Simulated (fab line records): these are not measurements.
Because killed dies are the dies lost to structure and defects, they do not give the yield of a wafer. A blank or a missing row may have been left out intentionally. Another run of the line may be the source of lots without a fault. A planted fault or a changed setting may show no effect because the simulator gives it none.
fab line records	flow nand-harc	part 1 of 2: steps 1 to 3 of 6
[record] lots = 23	wafers = 69	last-day = 25
route steps=1159 shown A_ZERO_WELL@403 A_CHANNEL_HOLE_D1@472
lots untouched by any fault: they come from a run of this same line in which no faults occurred
start-h: the number of hours between the record's first day and the start of the first shown wafer of the lot	wait-h: hours since the lot's step before	" unchanged from the row above	L1.1+2: several wafers, shown together as one row	- value missing, or start not given	* or withheld: withheld	< > ~ a bound
route shown NAME@n: names a module that has steps shown in the file, with the first one's number in the route	usual: mean and standard deviation over wafers with no fault	same: alike in all rows	chamber/n: place in a boat	sites: per-site readings	_std_site: their standard deviation	_edge_site: inner sites' mean taken away from outer sites' mean	radius-mm: how far each site lies from the wafer's centre	mask NAME#n: copy n	behind: the most recent tool/chamber to have shaped the wafer	hold: cause of the lot's hold/its duration in hours/its outcome	device: which transistor (n, p or np) failed to switch	end of line: tests of these same wafers at the route's end	for a step that has no rows: nothing shown but its recipe	killed: dies lost to structure and defects at the first sort, not the wafer's yield	map: the dies of a wafer, with x for killed, . for not killed, _ for no die there
set.NAME: the setting as run; set.NAME@STEP: as run at that earlier step	model.NAME: the simulator's own value behind a step, which no gauge read
one table for each step of the route and one row for each wafer, over a sample of lots
services: when a tool's chamber went out of use (start-h, in hours from the record's first day, below 0 if earlier), for how many hours, and the reason
[[steps]]
[step NHARC_A_ZERO_WELL_DESCUM_12]
[recipe] time-s = 3	o2-flow-sccm = 200	ar-flow-sccm = 0	bias-power-w = 0	chemistry = O2
[usual] chamber-pressure-mTorr = 60.00/0.056	drypump-motor-current-A = 5.7/0.35	oes-product-au = 1.002/0.0085	rf-vpp-V = 57.9/0.99	showerhead-plenum-p-Torr = 1.94/0.094	throttle-valve-pct = 11.310/0.0087
lot.wafer	tool	chamber	start-h	wait-h	chamber-pressure-mTorr	drypump-motor-current-A	oes-product-au	rf-hours-counter-h	rf-vpp-V	showerhead-plenum-p-Torr	throttle-valve-pct
L074.1	rie-diel-05	2	130.43	-	60.05	5.5	0.992	10	58.9	2.06	11.303
L074.3	"	0	"	"	60.11	6.0	0.994	8	58.7	1.95	11.294
L074.4	"	1	"	"	59.98	5.7	1.010	-	58.4	1.95	11.305
L075.1	rie-diel-11	1	142.76	-	60.06	5.7	1.013	14	58.3	1.83	11.303
L075.4	"	2	"	"	60.04	5.8	1.000	13	58.2	2.06	11.309
L075.5	"	3	"	"	59.85	6.4	1.019	-	58.3	2.05	11.300
L076.3	rie-diel-05	1	144.69	-	60.00	5.7	1.011	13	58.4	1.95	11.309
L076.2	"	2	"	"	60.10	5.5	0.994	13	58.5	2.06	11.302
L076.5	"	2	"	"	59.97	5.5	1.006	-	60.1	2.06	11.323
L078.1	rie-diel-05	2	156.13	-	59.98	5.4	1.002	13	57.8	2.06	11.302
L078.5	"	3	"	"	60.07	5.3	1.003	-	56.7	1.79	11.305
L078.6	"	0	"	"	59.91	6.0	1.005	-	58.4	1.95	11.311
L077.2	rie-diel-05	1	157.89	-	59.99	5.7	1.009	13	58.0	1.95	11.311
L077.3	"	2	"	"	60.10	5.5	0.993	13	59.2	2.06	11.304
L077.1	"	3	"	"	60.01	5.3	0.990	11	57.0	1.79	11.300
L079.3	rie-diel-11	2	165.72	-	59.94	5.8	0.999	14	57.8	2.06	11.310
L079.2	"	0	"	"	59.98	5.4	1.010	16	57.1	1.99	11.293
L079.1	"	1	"	"	60.06	5.7	1.007	15	57.9	1.82	11.312
L080.3	rie-diel-05	3	177.10	-	59.99	5.3	1.010	0	57.7	1.79	11.318
L080.4	"	2	"	"	59.99	5.5	0.999	0	58.0	2.06	11.317
L080.6	"	0	"	"	59.95	6.1	1.002	-	57.7	1.95	11.312
L081.2	rie-diel-11	2	182.24	-	59.96	5.8	1.003	16	59.3	2.06	11.308
L081.6	"	2	"	"	59.96	5.8	0.998	-	57.0	2.06	11.310
L081.5	"	3	"	"	59.97	6.4	1.020	-	57.9	2.05	11.327
L083.3	rie-diel-05	0	193.15	-	59.90	6.0	1.004	1	58.6	1.95	11.316
L083.1	"	2	"	"	59.96	5.4	1.005	1	58.3	2.06	11.313
L083.6	"	3	"	"	59.99	5.3	0.999	-	57.0	1.79	11.302
L084.2	rie-diel-05	1	195.64	-	60.02	5.7	1.009	2	56.3	1.95	11.317
L084.3	"	2	"	"	59.97	5.5	1.004	2	59.1	2.06	11.314
L084.4	"	3	"	"	60.07	5.3	0.996	1	58.1	1.79	11.313
L087.4	rie-diel-10	2	207.36	-	59.98	5.6	1.003	2	60.0	2.06	11.307
L087.2	"	0	"	"	60.03	5.4	0.985	2	57.2	1.83	11.319
L087.5	"	3	"	"	59.93	6.2	0.996	-	58.6	1.85	11.322
L088.4	rie-diel-10	1	207.56	-	59.98	5.2	0.994	2	59.0	1.94	11.303
L088.2	"	3	"	"	59.97	6.3	0.998	2	57.6	1.85	11.299
L088.5	"	2	"	"	60.03	5.6	1.003	-	60.0	2.06	11.316
L086.4	rie-diel-10	0	208.53	-	59.94	5.4	1.002	2	57.9	1.83	11.316
L086.3	"	3	"	"	59.94	6.3	0.986	2	56.5	1.85	11.305
L086.5	"	0	"	"	59.99	5.4	0.998	-	58.0	1.83	11.315
L085.3	rie-diel-05	3	217.02	-	60.07	5.3	1.005	2	59.2	1.79	11.323
L085.6	"	3	"	"	60.05	5.3	1.016	-	56.8	1.79	11.319
L085.5	"	0	"	"	60.05	6.1	1.010	-	58.0	1.95	11.317
L090.4	rie-diel-11	3	228.34	-	59.99	6.4	1.017	3	58.0	2.05	11.306
L090.3	"	2	"	"	60.01	5.8	1.004	4	59.0	2.06	11.322
L090.5	"	0	"	"	60.01	5.4	0.998	-	58.8	1.99	11.305
L089.1	rie-diel-10	3	229.15	-	59.99	6.2	0.986	4	58.0	1.85	11.310
L089.6	"	0	"	"	59.98	5.4	0.996	-	55.9	1.83	11.299
L089.5	"	1	"	"	59.95	5.2	0.991	-	57.7	1.94	11.302
L091.2	rie-diel-10	0	238.16	-	60.00	5.4	1.001	5	58.2	1.83	11.310
L091.6	"	0	"	"	60.05	5.4	0.997	-	58.1	1.83	11.306
L091.5	"	1	"	"	59.95	5.2	0.993	-	57.6	1.94	11.298
L092.1	rie-diel-05	0	239.83	-	60.09	6.1	1.015	4	57.2	1.95	11.313
L092.6	"	1	"	"	59.92	5.7	1.009	-	58.2	1.95	11.302
L092.5	"	2	"	"	60.01	5.5	1.008	-	58.4	2.06	11.319
L094.4	rie-diel-10	3	242.98	-	59.98	6.2	1.004	4	57.1	1.85	11.300
L094.1	"	0	"	"	59.96	5.4	0.996	5	56.5	1.83	11.314
L094.6	"	1	"	"	60.01	5.2	0.988	-	58.6	1.94	11.317
L093.2	rie-diel-05	0	243.91	-	60.08	6.0	1.009	5	57.3	1.95	11.315
L093.3	"	1	"	"	59.92	5.8	1.006	4	58.3	1.95	11.303
L093.6	"	3	"	"	60.07	5.3	0.993	-	57.3	1.79	11.312
L095.3	rie-diel-05	0	258.62	-	59.89	6.0	1.005	6	57.3	1.95	11.318
L095.5	"	3	"	"	60.02	5.3	0.999	-	55.9	1.79	11.300
L095.6	"	0	"	"	60.06	6.0	1.005	-	58.3	1.95	11.327
L096.1	rie-diel-05	1	259.70	-	60.09	5.7	1.010	6	59.9	1.95	11.306
L096.2	"	2	"	"	60.07	5.5	1.006	6	57.5	2.06	11.286
L096.4	"	3	"	"	59.96	5.3	1.000	6	57.9	1.79	11.313
L097.2	rie-diel-05	0	274.05	-	59.92	6.0	1.013	7	58.7	1.95	11.308
L097.3	"	1	"	"	59.95	5.7	1.008	6	57.2	1.95	11.306
L097.4	"	2	"	"	59.96	5.5	1.000	6	58.7	2.06	11.325
[step NHARC_A_CHANNEL_HOLE_D1_ETCH_20]
[recipe] bias-v = 3000	source-w = withheld	pressure-mtorr = 20	time-s = 361.9	ar-flow-sccm = 375	c4f8-flow-sccm = 89.3	o2-flow-sccm = 35.7	temp-c = -20	target-depth-a = 16000	chemistry = C4F8/O2/Ar
[usual] chamber-pressure-mTorr = 20.002/0.018	drypump-motor-current-A = 6.0/0.48	showerhead-plenum-p-Torr = 3.81/0.073	throttle-valve-pct = 32.156/0.0087
lot.wafer	tool	chamber	start-h	wait-h	chamber-pressure-mTorr	drypump-motor-current-A	rf-hours-counter-h	showerhead-plenum-p-Torr	throttle-valve-pct
L074.1	har-etch-02	0	170.88	0.1	19.988	5.8	101	3.88	32.154
L074.4	"	0	"	"	20.048	5.8	-	3.88	32.163
L074.3	"	1	"	"	20.006	6.1	-	3.88	32.155
L076.2	har-etch-01	0	186.55	0.1	19.998	6.6	183	3.69	32.143
L076.3	"	1	"	"	19.986	5.2	-	3.83	32.155
L076.5	"	0	"	"	20.005	6.6	-	3.69	32.163
L075.1	har-etch-02	0	187.58	0.1	19.997	5.8	108	3.87	32.135
L075.4	"	0	"	"	20.012	5.8	-	3.87	32.160
L075.5	"	1	"	"	20.020	6.1	-	3.87	32.157
L077.1	har-etch-02	0	198.73	0.1	20.016	5.8	114	3.87	32.144
L077.2	"	1	"	"	20.011	6.2	114	3.87	32.146
L077.3	"	1	"	"	20.008	6.1	-	3.87	32.152
L078.1	har-etch-01	1	198.89	0.1	19.979	5.2	190	3.83	32.157
L078.5	"	1	"	"	19.959	5.2	-	3.83	32.149
L078.6	"	0	"	"	20.010	6.6	-	3.68	32.163
L079.2	har-etch-02	0	206.12	0.1	20.059	5.8	118	3.87	32.160
L079.1	"	1	"	"	19.983	6.2	118	3.87	32.152
L079.3	"	0	"	"	20.015	5.8	-	3.87	32.154
L080.3	har-etch-02	1	218.99	0.2	20.015	6.2	-	3.86	32.164
L080.4	"	0	"	"	20.016	5.8	-	3.86	32.161
L080.6	"	1	"	"	20.009	6.2	-	3.86	32.155
L081.2	har-etch-01	0	224.19	0.1	19.973	6.6	198	3.68	32.154
L081.6	"	1	"	"	20.014	5.2	-	3.82	32.160
L081.5	"	0	"	"	20.006	6.6	-	3.68	32.139
L084.2	har-etch-02	1	236.97	0.1	19.998	6.2	132	3.86	32.150
L084.3	"	0	"	"	19.972	5.8	-	3.86	32.157
L084.4	"	1	"	"	20.015	6.1	-	3.86	32.155
L083.1	har-etch-01	0	238.32	0.1	19.982	6.6	204	3.68	32.165
L083.3	"	0	"	"	20.018	6.6	-	3.68	32.171
L083.6	"	1	"	"	19.990	5.2	-	3.82	32.160
L088.2	har-etch-02	1	253.17	0.1	20.060	6.1	138	3.85	32.147
L088.4	"	0	"	"	20.026	5.8	-	3.85	32.167
L088.5	"	1	"	"	19.987	6.1	-	3.85	32.164
L087.2	har-etch-01	0	253.34	0.1	19.996	6.6	209	3.67	32.146
L087.4	"	1	"	"	19.998	5.2	-	3.81	32.149
L087.5	"	1	"	"	20.007	5.2	-	3.81	32.159
L086.3	har-etch-02	1	257.45	0.2	19.989	6.1	-	3.85	32.147
L086.4	"	0	"	"	20.000	5.8	-	3.85	32.156
L086.5	"	0	"	"	19.987	5.8	-	3.85	32.140
L085.3	har-etch-01	0	260.97	0.2	20.013	6.7	-	3.67	32.158
L085.6	"	0	"	"	20.022	6.6	-	3.67	32.160
L085.5	"	1	"	"	19.994	5.2	-	3.81	32.154
L090.4	har-etch-02	0	270.48	0.2	20.026	5.8	-	3.85	32.139
L090.3	"	1	"	"	19.979	6.1	-	3.85	32.163
L090.5	"	1	"	"	20.009	6.1	-	3.85	32.144
L089.1	har-etch-01	1	271.12	0.1	20.009	5.2	222	3.81	32.157
L089.5	"	1	"	"	20.026	5.2	-	3.81	32.143
L089.6	"	0	"	"	20.001	6.6	-	3.67	32.150
L091.2	har-etch-02	1	277.23	0.1	20.009	6.2	153	3.85	32.160
L091.5	"	0	"	"	20.005	5.8	-	3.85	32.154
L091.6	"	1	"	"	19.985	6.2	-	3.85	32.172
L092.1	har-etch-01	0	277.73	0.1	19.973	6.6	226	3.66	32.159
L092.6	"	1	"	"	19.990	5.3	-	3.81	32.149
L092.5	"	0	"	"	20.018	6.7	-	3.66	32.153
L093.2	har-etch-02	0	282.94	0.1	19.994	5.8	156	3.84	32.155
L093.3	"	1	"	"	19.996	6.2	-	3.84	32.158
L093.6	"	1	"	"	19.994	6.2	-	3.84	32.145
L094.1	har-etch-01	1	283.81	0.1	20.004	5.2	229	3.80	32.168
L094.4	"	1	"	"	20.005	5.2	-	3.80	32.150
L094.6	"	0	"	"	19.965	6.6	-	3.66	32.168
L095.3	har-etch-01	0	301.05	0.2	20.000	6.6	-	3.66	32.148
L095.5	"	0	"	"	19.983	6.6	-	3.66	32.163
L095.6	"	1	"	"	20.004	5.2	-	3.80	32.169
L096.2	har-etch-02	0	302.18	0.1	20.010	5.8	163	3.84	32.163
L096.1	"	1	"	"	20.010	6.1	163	3.84	32.152
L096.4	"	0	"	"	20.017	5.8	-	3.84	32.151
L097.2	har-etch-02	1	318.40	0.1	20.020	6.1	172	3.84	32.151
L097.3	"	1	"	"	20.038	6.1	-	3.84	32.148
L097.4	"	0	"	"	19.980	5.8	-	3.84	32.164
[step NHARC_A_CHANNEL_HOLE_D1_ETCH_21]
[recipe] bias-v = 3000	source-w = withheld	pressure-mtorr = 20	time-s = 514.3	ar-flow-sccm = 375	c4f8-flow-sccm = 89.3	o2-flow-sccm = 35.7	temp-c = -20	target-depth-a = 16000	chemistry = C4F8/O2/Ar
[usual] chamber-pressure-mTorr = 20.000/0.018	drypump-motor-current-A = 6.0/0.48	showerhead-plenum-p-Torr = 3.81/0.073	throttle-valve-pct = 32.153/0.0087
lot.wafer	tool	chamber	start-h	wait-h	chamber-pressure-mTorr	drypump-motor-current-A	rf-hours-counter-h	showerhead-plenum-p-Torr	throttle-valve-pct
L074.1	har-etch-02	0	171.19	0.3	20.032	5.8	102	3.88	32.154
L074.4	"	0	"	"	20.018	5.8	-	3.88	32.166
L074.3	"	1	"	"	19.996	6.1	-	3.88	32.149
L076.2	har-etch-01	0	186.87	0.3	20.005	6.6	183	3.69	32.149
L076.3	"	1	"	"	19.997	5.2	-	3.83	32.131
L076.5	"	0	"	"	20.000	6.7	-	3.69	32.153
L075.1	har-etch-02	0	187.91	0.3	20.006	5.8	109	3.87	32.156
L075.4	"	0	"	"	20.005	5.8	-	3.87	32.167
L075.5	"	1	"	"	19.991	6.1	-	3.87	32.161
L077.1	har-etch-02	0	199.04	0.3	19.998	5.8	114	3.87	32.161
L077.2	"	1	"	"	20.003	6.2	114	3.87	32.159
L077.3	"	1	"	"	19.947	6.1	-	3.87	32.151
L078.1	har-etch-01	1	199.20	0.3	20.002	5.2	190	3.82	32.165
L078.5	"	1	"	"	19.963	5.2	-	3.83	32.165
L078.6	"	0	"	"	20.022	6.7	-	3.68	32.163
L079.2	har-etch-02	0	206.43	0.3	20.018	5.8	118	3.87	32.148
L079.1	"	1	"	"	19.999	6.1	118	3.87	32.150
L079.3	"	0	"	"	19.993	5.8	-	3.87	32.144
L080.3	har-etch-02	1	219.36	0.3	19.973	6.1	-	3.86	32.141
L080.4	"	0	"	"	19.985	5.8	-	3.86	32.158
L080.6	"	1	"	"	19.980	6.2	-	3.86	32.152
L081.2	har-etch-01	0	224.52	0.3	20.008	6.6	199	3.68	32.145
L081.6	"	1	"	"	19.998	5.2	-	3.82	32.162
L081.5	"	0	"	"	19.995	6.6	-	3.68	32.151
L084.2	har-etch-02	1	237.31	0.3	20.006	6.2	133	3.86	32.153
L084.3	"	0	"	"	19.983	5.8	-	3.86	32.166
L084.4	"	1	"	"	20.002	6.1	-	3.86	32.149
L083.1	har-etch-01	0	238.63	0.3	20.010	6.6	204	3.68	32.157
L083.3	"	0	"	"	19.998	6.6	-	3.68	32.147
L083.6	"	1	"	"	19.990	5.3	-	3.82	32.142
L088.2	har-etch-02	1	253.49	0.3	20.014	6.1	138	3.86	32.154
L088.4	"	0	"	"	20.037	5.8	-	3.85	32.156
L088.5	"	1	"	"	19.992	6.1	-	3.85	32.137
L087.2	har-etch-01	0	253.66	0.3	19.973	6.6	210	3.67	32.163
L087.4	"	1	"	"	20.003	5.2	-	3.81	32.151
L087.5	"	1	"	"	20.050	5.2	-	3.81	32.164
L086.3	har-etch-02	1	257.80	0.3	20.016	6.2	-	3.85	32.146
L086.4	"	0	"	"	20.003	5.8	-	3.85	32.164
L086.5	"	0	"	"	19.997	5.8	-	3.85	32.160
L085.3	har-etch-01	0	261.32	0.3	19.952	6.6	-	3.67	32.152
L085.6	"	0	"	"	20.018	6.7	-	3.67	32.143
L085.5	"	1	"	"	20.000	5.2	-	3.81	32.153
L090.4	har-etch-02	0	270.83	0.3	19.990	5.8	-	3.85	32.155
L090.3	"	1	"	"	19.981	6.1	-	3.85	32.164
L090.5	"	1	"	"	20.029	6.1	-	3.85	32.164
L089.1	har-etch-01	1	271.43	0.3	19.988	5.2	222	3.81	32.170
L089.5	"	1	"	"	20.001	5.2	-	3.81	32.165
L089.6	"	0	"	"	19.996	6.6	-	3.67	32.144
L091.2	har-etch-02	1	277.57	0.3	19.984	6.1	153	3.85	32.146
L091.5	"	0	"	"	19.994	5.8	-	3.85	32.148
L091.6	"	1	"	"	20.000	6.1	-	3.85	32.141
L092.1	har-etch-01	0	278.06	0.3	20.028	6.6	226	3.66	32.147
L092.6	"	1	"	"	19.987	5.2	-	3.81	32.161
L092.5	"	0	"	"	19.988	6.6	-	3.66	32.156
L093.2	har-etch-02	0	283.27	0.3	19.996	5.8	157	3.84	32.157
L093.3	"	1	"	"	19.976	6.2	-	3.84	32.149
L093.6	"	1	"	"	19.967	6.2	-	3.84	32.146
L094.1	har-etch-01	1	284.14	0.3	19.995	5.2	230	3.80	32.144
L094.4	"	1	"	"	20.010	5.2	-	3.80	32.142
L094.6	"	0	"	"	19.998	6.7	-	3.66	32.159
L095.3	har-etch-01	0	301.41	0.3	20.014	6.6	-	3.66	32.146
L095.5	"	0	"	"	19.995	6.6	-	3.66	32.154
L095.6	"	1	"	"	19.985	5.2	-	3.80	32.145
L096.2	har-etch-02	0	302.50	0.3	19.982	5.8	164	3.84	32.143
L096.1	"	1	"	"	19.985	6.1	164	3.84	32.161
L096.4	"	0	"	"	20.025	5.8	-	3.84	32.159
L097.2	har-etch-02	1	318.72	0.3	20.044	6.1	172	3.84	32.151
L097.3	"	1	"	"	19.983	6.1	-	3.84	32.167
L097.4	"	0	"	"	19.993	5.8	-	3.84	32.151
